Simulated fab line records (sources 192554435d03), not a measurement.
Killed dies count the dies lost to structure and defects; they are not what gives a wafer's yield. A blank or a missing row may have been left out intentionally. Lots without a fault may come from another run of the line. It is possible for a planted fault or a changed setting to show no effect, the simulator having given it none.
A struck lot beside a sound one || flow n5-finfet || 41 out of 1938 route steps
Sound: the wafers L494.2, L494.3, L494.4. Wafers struck: L497.1, L497.4, L497.6. Last of all comes the cause.
At each step with rows: each side's tool, then ch and its chambers, then its first start. Under that, the readings that differ: sound wafers || struck wafers || difference of the means || sigmas: that difference in standard deviations of wafers without a fault.
alike: a reading whose means differ by less than 2 such deviations, as well as words and numbers matching on both sides. not compared: withheld readings; readings where some wafer has no value; bounds like >300 that might hide an equal value; numbers whose values overlap and for which the record gives no deviation.
A row with sigmas, a row that says differs or no value, or rows on one side alone: a step with any of these is where the two part. When numbers do not overlap yet have no deviation, they are printed without sigmas and do not part them. A reading missing from all wafers of one side parts the sides only when that side holds two or more wafers.

first, 11 steps without rows for these wafers: N5_BEOL_M0_SAQP_HM_OPEN_112 (chemistry CHF3/O2, target SiO2, stops on a-Si, target depth 12 nm, time 13.5 s); N5_BEOL_M0_SAQP_STRIP_113 (strips in CHF3/O2); N5_BEOL_M0_SAQP_MANDREL_ETCH_20 (etches a-Si in HBr/Cl2, stops on SiNx, target depth 60 nm, bt time 10 s, time 30 s); N5_BEOL_M0_SAQP_STRIP_86 (strips in N2/H2); N5_BEOL_M0_SAQP_STRIP_115 (strips in post etch residue remover, time 60 s); N5_BEOL_M0_SAQP_SRD_93 (time 30 s); N5_BEOL_M0_SAQP_RECESS_114 (chemistry HF/NH3, target SiO2, target depth 14.4 nm, afs cycles 3, sublimation time 60 s); N5_BEOL_M0_SAQP_SPACER1_ALD_98 (deposits SiO2, target thk 12.8 nm, pulse time 1 s, purge time 2 s); N5_BEOL_M0_SAQP_SPACER1_ETCHBACK_99 (etches SiO2 in CHF3/O2, target depth 15.4 nm, time 7.7 s); N5_BEOL_M0_SAQP_MANDREL1_REMOVE_100 (chemistry HBr/Cl2/O2, target a-Si, stops on SiNx, bt time 10 s); N5_BEOL_M0_SAQP_ETCH_101 (etches SiNx in CH3F/O2, target depth 29.9 nm, time 42.7 s).
N5_BEOL_M0_SAQP_ETCH_102: etches SiO2 in CF4, target depth 4 nm, time 4.4 s.
  sound on rie-si-06 ch 1,2,3, day 9 01:35; struck on rie-si-06 ch 0,1,3, day 9 16:05
  alike: drypump-motor-current-A, oes-product-au, throttle-valve-pct
  not compared: rf-hours-counter-h
then, 19 steps without rows for these wafers: N5_BEOL_M0_SAQP_MANDREL_ETCH_103 (etches a-Si in HBr/Cl2, stops on SiCN, target depth 45 nm, bt time 10 s, time 27 s); N5_BEOL_M0_SAQP_RECESS_104 (chemistry HF/NH3, target SiO2, target depth 18 nm, afs cycles 3, sublimation time 60 s); N5_BEOL_M0_SAQP_COAT_105 (time 60 s, resist thk 100 nm); N5_BEOL_M0_SAQP_ETCH_106 (etches SOC in N2/H2, stops on SiNx, target depth 150 nm); N5_BEOL_M0_SAQP_ETCH_107 (etches SiNx in CH3F/O2, target depth 30 nm); N5_BEOL_M0_SAQP_STRIP_108 (strips in N2/H2); N5_BEOL_M0_SAQP_RECESS_109 (chemistry HF/NH3, target SiO2, target depth 3 nm, afs cycles 1, sublimation time 60 s); N5_BEOL_M0_SAQP_SPACER2_ALD_26 (deposits SiO2, target thk 15 nm, pulse time 1 s, purge time 2 s); N5_BEOL_M0_SAQP_SPACER2_ETCHBACK_27 (etches SiO2 in CHF3/O2, target depth 22.5 nm, time 11.25 s); N5_BEOL_M0_SAQP_MANDREL2_REMOVE_110 (chemistry HBr/Cl2/O2, target a-Si, stops on SiCN, bt time 10 s); N5_BEOL_M0_SAQP_COAT_69 (time 60 s, resist thk 90 nm); N5_BEOL_M0_SAQP_COAT_72 (time 60 s, resist thk 15 nm); N5_BEOL_M0_SAQP_COAT_87 (time 60 s, resist thk 5 nm); N5_BEOL_M0_SAQP_COAT_34 (resist thk 30 nm); N5_BEOL_M0_SAQP_EBR_36; N5_BEOL_M0_SAQP_SOFTBAKE_35 (time 60 s); N5_BEOL_M0_SAQP_EXPOSE_37 (exposes mask M0 CUT1, target cd 30 nm); N5_BEOL_M0_SAQP_PEB_38 (peb time 60 s); N5_BEOL_M0_SAQP_DEVELOP_39 (develop time 30 s).
N5_BEOL_M0_SAQP_INSPECT_42: inspects for defects (brightfield).
  sound on defect-inspect-01, day 9 03:36; struck on defect-inspect-02, day 9 18:14
{"reading": "raw-defect-count", "sound": "238 201 174", "struck": "1194 1057 1134", "difference": "+924", "sigmas": "+12"}
then, 6 steps without rows for these wafers: N5_BEOL_M0_SAQP_DESCUM_45 (chemistry O2, time 7 s); N5_BEOL_M0_SAQP_ETCH_88 (etches underlayer in N2/H2, target depth 6.5 nm, time 5.2 s); N5_BEOL_M0_SAQP_ETCH_73 (etches SiARC in CF4, target depth 19.5 nm, time 32.5 s); N5_BEOL_M0_SAQP_CUT_ETCH_46 (etches SOC in N2/H2, target depth 135 nm, overetch 27 nm, time 202.5 s); N5_BEOL_M0_SAQP_STRIP_74 (strips in N2/H2); N5_BEOL_M0_SAQP_STRIP_89 (strips in N2/H2).
N5_BEOL_M0_CUTY_INSPECT_59: inspects for defects (macro).
  sound on defect-inspect-02, day 9 06:04; struck on defect-inspect-01, day 9 19:37
{"reading": "raw-defect-count", "sound": "1 2 1", "struck": ">300 >300 >300", "difference": "differs", "sigmas": ""}
-- a jump in the record: the struck wafers' starts before and after are 3 days apart (it breaks off in module BEOL_M0_CUTY and resumes in module BEOL_M4, where the first step shown is number 1111 of the route) --
N5_BEOL_M4_RC_MEAS_101:
  sound on prober-01 ch 0, day 11 11:01; struck on prober-01 ch 0, day 12 08:23
  alike: DIBL_N, DIBL_P, IOFF_N, IOFF_P, ION_N, ION_P, SS_N, SS_P, VT_N, VT_P
-- a jump in the record: the struck wafers' starts before and after are 4 days apart (it breaks off in module BEOL_M4 and resumes in module PASSIVATION, where the first step shown is number 1936 of the route) --
N5_PASSIVATION_PROBE_49:
  the record has rows for the struck wafers here (prober-02, day 16 12:19) and none for the sound ones

## WHERE THEY PART
First at N5_BEOL_M0_SAQP_INSPECT_42; last, within this record, at N5_PASSIVATION_PROBE_49.

WHY: whatever the simulator had introduced
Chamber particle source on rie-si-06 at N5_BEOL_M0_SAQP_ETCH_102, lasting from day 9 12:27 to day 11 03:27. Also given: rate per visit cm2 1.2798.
